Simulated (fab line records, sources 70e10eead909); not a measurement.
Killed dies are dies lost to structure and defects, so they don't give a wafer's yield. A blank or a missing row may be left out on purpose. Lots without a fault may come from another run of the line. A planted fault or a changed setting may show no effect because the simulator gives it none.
Chamber matching | flow nand_harc | NHARC_P_M1_STRIP_18 on rie_diel-09: 4 sister chambers
The step strips in N2/H2. 8 wafers are shown with their chamber, then 10 later ones without.

WAFERS WITH THEIR CHAMBER
wafer  | chamber | showerhead_plenum_p_Torr (Torr) | drypump_motor_current_A (A)
L080.4 | 3       | 2.02                            | 6.12
L085.1 | 3       | 2.01                            | 6.15
L088.3 | 1       | 2.10                            | 5.87
L089.3 | 2       | 2.09                            | 5.79
L089.4 | 0       | 2.20                            | 5.98
L089.5 | 0       | 2.20                            | 5.98
L090.1 | 2       | 2.09                            | 5.81
L090.4 | 1       | 2.10                            | 5.87

WAFERS WITHOUT THEIR CHAMBER
wafer  | showerhead_plenum_p_Torr (Torr) | drypump_motor_current_A (A)
L090.6 | 2.10                            | 5.86
L092.1 | 2.09                            | 5.76
L092.5 | 2.01                            | 6.12
L092.6 | 2.20                            | 6.00
L093.2 | 2.01                            | 6.12
L093.3 | 2.09                            | 5.87
L093.6 | 2.09                            | 5.87
L097.2 | 2.09                            | 5.80
L097.5 | 2.19                            | 6.00
L097.6 | 2.09                            | 5.87

WHICH CHAMBER EACH WENT THROUGH
wafer  | from the rows above | in truth
L090.6 | 1                   | 1
L092.1 | 2                   | 2
L092.5 | 3                   | 3
L092.6 | 0                   | 0
L093.2 | 3                   | 3
L093.3 | 1                   | 1
L093.6 | 1                   | 1
L097.2 | 2                   | 2
L097.5 | 0                   | 0
L097.6 | 1                   | 1
Placed correctly: 10 of 10. Can't be placed from these rows: 0. Placed wrongly: 0.
How it was worked out, from the rows above alone: a wafer's distance from a chamber is the root of the sum, over the readings, of the square of ((its reading less the chamber's mean) divided by the reading's scatter). The wafer belongs to the nearest chamber; if the next one is less than 2 further off, it can't be placed. A chamber's mean is the mean of its shown wafers. The scatter: the root of (the sum of the squares of (reading less its chamber's mean) over the shown wafers, divided by (wafers less chambers)).
